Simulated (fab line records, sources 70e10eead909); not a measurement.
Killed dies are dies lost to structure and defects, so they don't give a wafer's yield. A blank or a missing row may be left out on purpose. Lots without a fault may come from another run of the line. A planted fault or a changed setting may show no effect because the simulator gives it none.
Chamber matching | flow nand_harc | NHARC_A_BLC_DESCUM_15 on rie_diel-12: 4 sister chambers
The step chemistry O2, time 3 s. 7 wafers are shown with their chamber, then 7 later ones without.

WAFERS WITH THEIR CHAMBER
wafer  | chamber | showerhead_plenum_p_Torr (Torr) | throttle_valve_pct (%)
L623.5 | 3       | 1.94                            | 11.322
L626.5 | 2       | 2.01                            | 11.305
L632.2 | 1       | 1.87                            | 11.315
L632.3 | 2       | 2.00                            | 11.314
L632.4 | 0       | 1.84                            | 11.326
L634.3 | 0       | 1.84                            | 11.316
L634.5 | 1       | 1.87                            | 11.308

WAFERS WITHOUT THEIR CHAMBER
wafer  | showerhead_plenum_p_Torr (Torr) | throttle_valve_pct (%)
L634.6 | 2.00                            | 11.317
L638.2 | 1.93                            | 11.294
L638.5 | 2.00                            | 11.309
L638.6 | 1.93                            | 11.316
L641.1 | 1.87                            | 11.312
L641.2 | 2.00                            | 11.313
L641.6 | 1.93                            | 11.306

WHICH CHAMBER EACH WENT THROUGH
wafer  | from the rows above | in truth
L634.6 | 2                   | 2
L638.2 | 3                   | 3
L638.5 | 2                   | 2
L638.6 | 3                   | 3
L641.1 | 1                   | 1
L641.2 | 2                   | 2
L641.6 | 3                   | 3
Placed correctly: 7 of 7. Can't be placed from these rows: 0. Placed wrongly: 0.
How it was worked out, from the rows above alone: a wafer's distance from a chamber is the root of the sum, over the readings, of the square of ((its reading less the chamber's mean) divided by the reading's scatter). The wafer belongs to the nearest chamber; if the next one is less than 2 further off, it can't be placed. A chamber's mean is the mean of its shown wafers. The scatter: the root of (the sum of the squares of (reading less its chamber's mean) over the shown wafers, divided by (wafers less chambers)).
